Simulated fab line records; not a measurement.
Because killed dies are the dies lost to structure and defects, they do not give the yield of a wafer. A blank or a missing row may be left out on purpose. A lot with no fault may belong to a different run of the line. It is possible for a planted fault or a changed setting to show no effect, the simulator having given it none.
fab line records | flow nand-harc
record: lots: 15 | wafers: 45 | last-day: 33
route steps=1302 shown P_STI@109 P_GATE@130
lots with no fault: from the same line, run without faults
start-h: hours from the record's first day to the start of the lot's first wafer shown | wait-h: hours elapsed since this lot's preceding step | " identical to the entry in the row above | L1.1+2: one row covering several wafers at once | - no value, or no start was given | * or withheld: withheld | < > ~ a bound
route shown NAME@n: NAME is a module with steps in the file, n the number in the route of the first one | usual: mean/standard deviation of fault-free wafers | same: alike in all rows | chamber/n: place in a boat | sites: per-site readings | _std_site: the standard deviation of these | _edge_site: outer sites' mean less inner sites' | radius-mm: for every site, how far away it sits from the centre of the wafer | mask NAME#n: copy n | behind: the most recent tool/chamber to have shaped the wafer | hold: reason for holding the lot/hours on hold/outcome of the hold | device: transistor that didn't switch, given as n, p or np | end of line: the tests these same wafers got at the end of their route | a step with no rows: only its recipe | killed: at the first sort, the dies lost to defects and structure; wafer yield is something else | map: a wafer's dies, x killed, . not, _ none there
set.NAME: the setting as run; set.NAME@STEP: as run at that earlier step | model.NAME: the simulator's own value behind a step, which no gauge read
the route's steps for a sample of lots (tables are steps, rows are wafers)
services: from which hour (start-h, from the record's first day; less than 0 if before it) a tool's chamber was out of use, for how many hours, and why
== steps ==
step: NHARC_P_STI_INSPECT_25
usual: raw-defect-count: 208/78
lot.wafer | tool              | chamber | start-h | wait-h | raw-defect-count
L352.1    | defect-inspect-02 | -       | 70.27   | 0.4    | 331
L352.2    | "                 | -       | "       | "      | 142
L352.4    | "                 | -       | "       | "      | 265
L353.1    | defect-inspect-02 | -       | 86.49   | 0.4    | 213
L353.3    | "                 | -       | "       | "      | 310
L353.4    | "                 | -       | "       | "      | 157
L354.2    | defect-inspect-02 | -       | 93.14   | 0.4    | 107
L354.3    | "                 | -       | "       | "      | 126
L354.4    | "                 | -       | "       | "      | 170
L359.3    | defect-inspect-01 | -       | 144.71  | 0.4    | 220
L359.4    | "                 | -       | "       | "      | 189
L359.5    | "                 | -       | "       | "      | 277
L365.2    | defect-inspect-02 | -       | 200.48  | 0.4    | 120
L365.3    | "                 | -       | "       | "      | 208
L365.6    | "                 | -       | "       | "      | 145
L367.3    | defect-inspect-02 | -       | 221.89  | 0.4    | 148
L367.5    | "                 | -       | "       | "      | 272
L367.6    | "                 | -       | "       | "      | 280
L366.3    | defect-inspect-01 | -       | 221.89  | 0.4    | 232
L366.4    | "                 | -       | "       | "      | 246
L366.6    | "                 | -       | "       | "      | 271
L368.1    | defect-inspect-02 | -       | 236.67  | 0.4    | 214
L368.2    | "                 | -       | "       | "      | 268
L368.3    | "                 | -       | "       | "      | 238
L369.2    | defect-inspect-02 | -       | 244.79  | 0.4    | 227
L369.3    | "                 | -       | "       | "      | 153
L369.6    | "                 | -       | "       | "      | 197
L370.3    | defect-inspect-02 | -       | 252.88  | 0.4    | 519
L370.4    | "                 | -       | "       | "      | 470
L370.5    | "                 | -       | "       | "      | 289
L371.2    | defect-inspect-01 | -       | 266.95  | 0.4    | 164
L371.3    | "                 | -       | "       | "      | 230
L371.5    | "                 | -       | "       | "      | 354
L372.1    | defect-inspect-02 | -       | 272.92  | 0.4    | 175
L372.3    | "                 | -       | "       | "      | 118
L372.4    | "                 | -       | "       | "      | 278
L373.3    | defect-inspect-01 | -       | 279.59  | 0.4    | 146
L373.5    | "                 | -       | "       | "      | 180
L373.6    | "                 | -       | "       | "      | 179
L374.1    | defect-inspect-02 | -       | 296.12  | 0.4    | 84
L374.3    | "                 | -       | "       | "      | 97
L374.5    | "                 | -       | "       | "      | 96
L375.2    | defect-inspect-01 | -       | 302.33  | 0.4    | 173
L375.3    | "                 | -       | "       | "      | 161
L375.4    | "                 | -       | "       | "      | 170
step: NHARC_P_GATE_CVD_17
recipe: target-thk-a: 1500 | temp-c: 620 | time-s: 900 | material: poly-Si
usual: tube-center-temp-C: 620/0.058 | zone-power-centre-pct: 9.5/1.3 | zone-power-upper-pct: 8.8/1
lot.wafer | tool          | chamber | start-h | wait-h | tube-center-temp-C | zone-power-centre-pct | zone-power-upper-pct
L352.1    | lpcvd-poly-04 | 0       | 89.08   | 3.1    | 620.02             | 8.6                   | 8.4
L352.2    | "             | 0       | "       | "      | 620                | 8.6                   | 8.5
L352.4    | "             | 0       | "       | "      | 620.01             | 8.6                   | 8.5
L353.1    | lpcvd-poly-01 | 0       | 105.07  | 2.6    | 620.05             | 11.5                  | 10.6
L353.3    | "             | 0       | "       | "      | 620                | 11.5                  | 10.8
L353.4    | "             | 0       | "       | "      | 620.07             | 11.4                  | 10.5
L353.1    | lpcvd-poly-01 | 0       | 108.98  | 1.7    | 620.04             | 11.5                  | 10.5
L353.3    | "             | 0       | "       | "      | 619.97             | 11.5                  | 10.5
L353.4    | "             | 0       | "       | "      | 620.02             | 11.6                  | 10.6
L354.2    | lpcvd-poly-03 | 0       | 112.35  | 2.7    | 620.08             | 9.0                   | 8.0
L354.3    | "             | 0       | "       | "      | 619.97             | 9.1                   | 8.0
L354.4    | "             | 0       | "       | "      | 620.02             | 9.0                   | 7.9
L354.2    | lpcvd-poly-04 | 0       | 115.10  | 0.5    | 620.02             | 8.5                   | 8.4
L354.3    | "             | 0       | "       | "      | 619.99             | 8.4                   | 8.4
L354.4    | "             | 0       | "       | "      | 619.99             | 8.4                   | 8.4
L359.3    | lpcvd-poly-04 | 0       | 163.33  | 2.5    | 619.99             | 8.4                   | 8.5
L359.4    | "             | 0       | "       | "      | 619.97             | 8.5                   | 8.5
L359.5    | "             | 0       | "       | "      | 619.98             | 8.6                   | 8.5
L359.3    | lpcvd-poly-04 | 0       | 166.11  | 0.5    | 619.89             | 8.5                   | 8.4
L359.4    | "             | 0       | "       | "      | 620.05             | 8.5                   | 8.4
L359.5    | "             | 0       | "       | "      | 620.01             | 8.5                   | 8.4
L365.2    | lpcvd-poly-03 | 0       | 219.08  | 2.7    | 619.93             | 9.0                   | 8.2
L365.3    | "             | 0       | "       | "      | 620.09             | 9.0                   | 8.0
L365.6    | "             | 0       | "       | "      | 620                | 8.9                   | 8.2
L366.3    | lpcvd-poly-03 | 0       | 240.53  | 2.7    | 620.07             | 8.9                   | 8.1
L366.4    | "             | 0       | "       | "      | 619.96             | 8.9                   | 7.9
L366.6    | "             | 0       | "       | "      | 620.11             | 9.0                   | 8.1
L367.3    | lpcvd-poly-03 | 0       | 240.53  | 2.7    | 619.97             | 9.0                   | 8.1
L367.5    | "             | 0       | "       | "      | 619.92             | 8.9                   | 8.2
L367.6    | "             | 0       | "       | "      | 619.95             | 9.1                   | 8.1
L368.1    | lpcvd-poly-04 | 0       | 255.80  | 2.5    | 620.07             | 8.6                   | 8.5
L368.2    | "             | 0       | "       | "      | 619.94             | 8.5                   | 8.6
L368.3    | "             | 0       | "       | "      | 620.05             | 8.6                   | 8.4
L369.2    | lpcvd-poly-04 | 0       | 266.08  | 2.6    | 620.08             | 8.6                   | 8.4
L369.3    | "             | 0       | "       | "      | 620                | 8.4                   | 8.4
L369.6    | "             | 0       | "       | "      | 619.96             | 8.5                   | 8.4
L370.3    | lpcvd-poly-01 | 0       | 271.58  | 2.6    | 620.04             | 11.8                  | 10.6
L370.4    | "             | 0       | "       | "      | 620                | 11.8                  | 10.3
L370.5    | "             | 0       | "       | "      | 620.01             | 11.5                  | 10.7
L371.2    | lpcvd-poly-01 | 0       | 285.11  | 2.6    | 619.98             | 11.4                  | 10.7
L371.3    | "             | 0       | "       | "      | 620.09             | 11.6                  | 10.6
L371.5    | "             | 0       | "       | "      | 619.94             | 11.7                  | 10.4
L372.1    | lpcvd-poly-04 | 0       | 293.31  | 2.5    | 619.92             | 8.6                   | 8.4
L372.3    | "             | 0       | "       | "      | 620.03             | 8.6                   | 8.4
L372.4    | "             | 0       | "       | "      | 620.04             | 8.4                   | 8.5
L373.3    | lpcvd-poly-01 | 0       | 298.34  | 2.6    | 620.07             | 11.7                  | 10.6
L373.5    | "             | 0       | "       | "      | 620.02             | 11.9                  | 10.4
L373.6    | "             | 0       | "       | "      | 619.93             | 11.6                  | 10.5
L374.1    | lpcvd-poly-04 | 0       | 314.76  | 2.5    | 619.95             | 8.7                   | 8.4
L374.3    | "             | 0       | "       | "      | 619.93             | 8.4                   | 8.3
L374.5    | "             | 0       | "       | "      | 619.98             | 8.7                   | 8.5
L375.2    | lpcvd-poly-03 | 0       | 320.81  | 2.7    | 619.98             | 8.8                   | 8.1
L375.3    | "             | 0       | "       | "      | 619.94             | 9.1                   | 8.0
L375.4    | "             | 0       | "       | "      | 620                | 9.0                   | 8.1
step: NHARC_P_GATE_HM_DEP_102
recipe: target-thk-a: 1200 | temp-c: 400 | material: aC
usual: throttle-valve-pct: 34.999/0.0086
lot.wafer | tool       | chamber | start-h | wait-h | throttle-valve-pct
L352.1    | acl-dep-01 | 0       | 94.35   | 3.0    | 34.994
L352.2    | "          | 0       | "       | "      | 34.994
L352.4    | "          | 0       | "       | "      | 34.988
L353.1    | acl-dep-01 | 0       | 111.92  | 0.7    | 34.987
L353.3    | "          | 0       | "       | "      | 34.984
L353.4    | "          | 0       | "       | "      | 34.994
L354.2    | acl-dep-01 | 0       | 118.16  | 0.8    | 35.012
L354.3    | "          | 0       | "       | "      | 35.007
L354.4    | "          | 0       | "       | "      | 35.011
L359.3    | acl-dep-03 | 0       | 169.96  | 1.6    | 34.999
L359.4    | "          | 0       | "       | "      | 35.002
L359.5    | "          | 0       | "       | "      | 35.001
L365.2    | acl-dep-02 | 0       | 221.98  | 0.7    | 35.005
L365.3    | "          | 0       | "       | "      | 35.000
L365.6    | "          | 0       | "       | "      | 35.020
L367.3    | acl-dep-01 | 0       | 243.40  | 0.6    | 34.994
L367.5    | "          | 0       | "       | "      | 35.006
L367.6    | "          | 0       | "       | "      | 34.987
L366.3    | acl-dep-03 | 0       | 243.45  | 0.6    | 34.995
L366.4    | "          | 0       | "       | "      | 35.012
L366.6    | "          | 0       | "       | "      | 34.992
L368.1    | acl-dep-02 | 0       | 260.07  | 2.0    | 35.000
L368.2    | "          | 0       | "       | "      | 34.993
L368.3    | "          | 0       | "       | "      | 35.006
L369.2    | acl-dep-01 | 0       | 271.52  | 3.2    | 34.994
L369.3    | "          | 0       | "       | "      | 35.015
L369.6    | "          | 0       | "       | "      | 34.996
L370.3    | acl-dep-01 | 0       | 274.40  | 0.6    | 34.998
L370.4    | "          | 0       | "       | "      | 35.000
L370.5    | "          | 0       | "       | "      | 35.003
L371.2    | acl-dep-03 | 0       | 287.85  | 0.5    | 35.002
L371.3    | "          | 0       | "       | "      | 35.002
L371.5    | "          | 0       | "       | "      | 34.993
L372.1    | acl-dep-03 | 0       | 295.91  | 0.4    | 35.003
L372.3    | "          | 0       | "       | "      | 34.997
L372.4    | "          | 0       | "       | "      | 34.997
L373.3    | acl-dep-01 | 0       | 301.18  | 0.6    | 34.987
L373.5    | "          | 0       | "       | "      | 35.004
L373.6    | "          | 0       | "       | "      | 35.003
L374.1    | acl-dep-01 | 0       | 319.68  | 2.7    | 35.001
L374.3    | "          | 0       | "       | "      | 34.990
L374.5    | "          | 0       | "       | "      | 35.000
L375.2    | acl-dep-03 | 0       | 323.54  | 0.5    | 35.001
L375.3    | "          | 0       | "       | "      | 34.982
L375.4    | "          | 0       | "       | "      | 34.986
step: NHARC_P_GATE_HM_OPEN_105
recipe: target-depth-a: 3600 | o2-flow-sccm: 400 | cos-flow-sccm: 20 | ar-flow-sccm: 0 | rf-w: 500 | bias-w: 300 | chemistry: O2/COS
usual: drypump-motor-current-A: 5.8/0.37 | oes-product-au: 1.005/0.014 | rf-vpp-V: 466.6/2.7 | showerhead-plenum-p-Torr: 3.10/0.13 | throttle-valve-pct: 28.329/0.0098
lot.wafer | tool        | chamber | start-h | wait-h | drypump-motor-current-A | oes-product-au | rf-hours-counter-h | rf-vpp-V | showerhead-plenum-p-Torr | throttle-valve-pct
L352.1    | rie-diel-06 | 1       | -       | -      | 6.2                     | 1.014          | 6.4                | 462.1    | 2.93                     | 28.333
L352.4    | "           | 3       | "       | "      | 5.6                     | 1.010          | 6.7                | 466.6    | 3.09                     | 28.348
L352.2    | "           | 0       | "       | "      | 6.6                     | 1.000          | 7.2                | 471.5    | 3.35                     | 28.346
L353.3    | rie-diel-06 | 3       | -       | -      | 5.6                     | 1.009          | 8.3                | 468.1    | 3.09                     | 28.326
L353.1    | "           | 2       | "       | "      | 6.1                     | 1.010          | 7.8                | 467.5    | 3.25                     | 28.329
L353.4    | "           | 1       | "       | "      | 6.2                     | 1.008          | -                  | 461.9    | 2.93                     | 28.343
L354.3    | rie-diel-06 | 2       | -       | -      | 6.1                     | 1.020          | 8.1                | 470.1    | 3.25                     | 28.344
L354.2    | "           | 3       | "       | "      | 5.6                     | 1.018          | 8.7                | 466.3    | 3.09                     | 28.314
L354.4    | "           | 3       | "       | "      | 5.6                     | 1.005          | -                  | 466.7    | 3.09                     | 28.316
L359.4    | rie-diel-12 | 0       | -       | -      | 5.9                     | 0.967          | 5.6                | 464.5    | 3.01                     | 28.328
L359.3    | "           | 1       | "       | "      | 5.9                     | 0.989          | 6.0                | 467.5    | 3.19                     | 28.325
L359.5    | "           | 0       | "       | "      | 5.9                     | 0.981          | -                  | 465.0    | 3.01                     | 28.324
L365.2    | rie-diel-12 | 3       | -       | -      | 6.2                     | 1.011          | 7.6                | 465.7    | 2.96                     | 28.329
L365.3    | "           | 1       | "       | "      | 5.9                     | 0.991          | 9.5                | 468.5    | 3.19                     | 28.329
L365.6    | "           | 3       | "       | "      | 6.1                     | 1.008          | -                  | 463.1    | 2.96                     | 28.320
L367.3    | rie-diel-06 | 0       | -       | -      | 6.6                     | 1.008          | 3.9                | 471.1    | 3.34                     | 28.309
L367.6    | "           | 0       | "       | "      | 6.6                     | 1.013          | -                  | 471.5    | 3.34                     | 28.351
L367.5    | "           | 1       | "       | "      | 6.2                     | 1.017          | -                  | 464.2    | 2.92                     | 28.327
L366.4    | rie-diel-08 | 2       | -       | -      | 5.9                     | 1.008          | 3.7                | 466.3    | 3.18                     | 28.321
L366.3    | "           | 0       | "       | "      | 5.1                     | 1.007          | 1.9                | 468.9    | 3.21                     | 28.309
L366.6    | "           | 2       | "       | "      | 5.9                     | 1.011          | -                  | 467.5    | 3.18                     | 28.332
L368.2    | rie-diel-08 | 3       | -       | -      | 5.4                     | 0.997          | 4.9                | 466.6    | 3.03                     | 28.316
L368.1    | "           | 1       | "       | "      | 5.4                     | 1.017          | 3.5                | 465.2    | 3.01                     | 28.335
L368.3    | "           | 2       | "       | "      | 5.8                     | 1.005          | 4.8                | 468.2    | 3.18                     | 28.321
L369.3    | rie-diel-06 | 3       | -       | -      | 5.6                     | 1.001          | 7.1                | 467.4    | 3.08                     | 28.336
L369.2    | "           | 1       | "       | "      | 6.2                     | 1.025          | 5.1                | 462.2    | 2.92                     | 28.323
L369.6    | "           | 2       | "       | "      | 6.1                     | 1.005          | -                  | 471.0    | 3.24                     | 28.327
L370.4    | rie-diel-08 | 2       | -       | -      | 5.8                     | 1.015          | 6.0                | 467.6    | 3.18                     | 28.331
L370.3    | "           | 0       | "       | "      | 5.1                     | 1.000          | 4.5                | 468.9    | 3.21                     | 28.329
L370.5    | "           | 1       | "       | "      | 5.4                     | 1.022          | -                  | 465.4    | 3.01                     | 28.337
L371.2    | rie-diel-06 | 0       | -       | -      | 6.6                     | 1.011          | 6.4                | 471.6    | 3.34                     | 28.340
L371.3    | "           | 1       | "       | "      | 6.2                     | 1.028          | 6.4                | 464.3    | 2.92                     | 28.322
L371.5    | "           | 0       | "       | "      | 6.6                     | 1.000          | -                  | 471.5    | 3.34                     | 28.330
L372.1    | rie-diel-08 | 3       | -       | -      | 5.4                     | 0.996          | 7.3                | 464.3    | 3.03                     | 28.331
L372.4    | "           | 1       | "       | "      | 5.4                     | 1.024          | 5.3                | 464.0    | 3.01                     | 28.336
L372.3    | "           | 2       | "       | "      | 5.8                     | 1.028          | 7.2                | 468.5    | 3.18                     | 28.315
L373.3    | rie-diel-08 | 2       | -       | -      | 5.8                     | 1.017          | 7.4                | 469.1    | 3.18                     | 28.331
L373.6    | "           | 0       | "       | "      | 5.1                     | 1.002          | -                  | 469.2    | 3.21                     | 28.303
L373.5    | "           | 1       | "       | "      | 5.4                     | 1.016          | -                  | 465.2    | 3.01                     | 28.333
L374.3    | rie-diel-06 | 0       | -       | -      | 6.6                     | 1.005          | 0.9                | 472.6    | 3.34                     | 28.338
L374.1    | "           | 1       | "       | "      | 6.2                     | 1.008          | 0.5                | 463.0    | 2.92                     | 28.332
L374.5    | "           | 2       | "       | "      | 6.1                     | 1.006          | -                  | 469.7    | 3.24                     | 28.340
L375.3    | rie-diel-06 | 2       | -       | -      | 6.1                     | 1.009          | 1.5                | 470.8    | 3.24                     | 28.340
L375.2    | "           | 0       | "       | "      | 6.6                     | 1.009          | 1.4                | 471.0    | 3.34                     | 28.332
L375.4    | "           | 1       | "       | "      | 6.2                     | 1.005          | 1.4                | 462.1    | 2.92                     | 28.315
== services ==
tool        | chamber | start-h | hours | kind
rie-diel-06 | 0       | 84.70   | -     | clean
rie-diel-06 | 1       | 84.70   | -     | clean
rie-diel-06 | 2       | 84.70   | -     | clean
rie-diel-06 | 3       | 84.70   | -     | clean
rie-diel-12 | -       | 91.40   | 9.0   | pm
rie-diel-06 | 0       | 101.14  | 32.2  | repair
acl-dep-03  | -       | 119.61  | 13.0  | pm
rie-diel-06 | 2       | 129.34  | 1.4   | repair
rie-diel-06 | -       | 130.20  | 9.0   | pm
rie-diel-06 | 0       | 143.19  | 13.9  | repair
rie-diel-08 | 1       | 171.81  | 2.3   | repair
acl-dep-01  | -       | 190.75  | 13.0  | pm
rie-diel-08 | -       | 190.80  | 9.0   | pm
rie-diel-08 | 1       | 221.98  | 10.4  | repair
rie-diel-08 | 0       | 224.03  | 3.3   | repair
rie-diel-08 | 0       | 231.45  | 4.5   | repair
rie-diel-12 | 1       | 243.10  | 13.9  | repair
acl-dep-02  | -       | 247.07  | 13.0  | pm
rie-diel-06 | 0       | 250.52  | 12.5  | repair
rie-diel-12 | -       | 268.40  | 9.0   | pm
acl-dep-03  | -       | 300.61  | 13.0  | pm
rie-diel-12 | 2       | 303.92  | 14.4  | repair
rie-diel-06 | -       | 307.20  | 9.0   | pm
rie-diel-08 | 0       | 307.62  | 2.7   | repair
== key ==
first-sign: step: NHARC_P_GATE_CVD_17 | reading: visit | direction: added
effect none on later readings
met-at NHARC_P_GATE_CVD_17
struck-lots L353,L354,L359
sort-left-out L353.1,L353.3,L353.4,L354.2,L354.3,L354.4,L359.3,L359.4,L359.5
tester-left-out L353,L354,L359
not-acting-at NHARC_P_STI_INSPECT_25,NHARC_P_GATE_HM_DEP_102,NHARC_P_GATE_HM_OPEN_105
fault: kind: repeated-step-whole | tool: lpcvd-poly-01,lpcvd-poly-03,lpcvd-poly-04 | chamber: - | onset-h: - | steps: NHARC_P_GATE_CVD_17 | times: 1 | scope: struck-lots-only
tester-left-out: of these lots the tester's yield and bins aren't shown, on N5 and GAA mostly nor the transistor test; their killed dies are dies lost to structure and defects alone, not to doping, threshold or leakage, so they don't give the yield
sort-left-out: the simulated sort isn't trusted on such a fault, so these wafers' sort isn't shown, and their yield isn't known
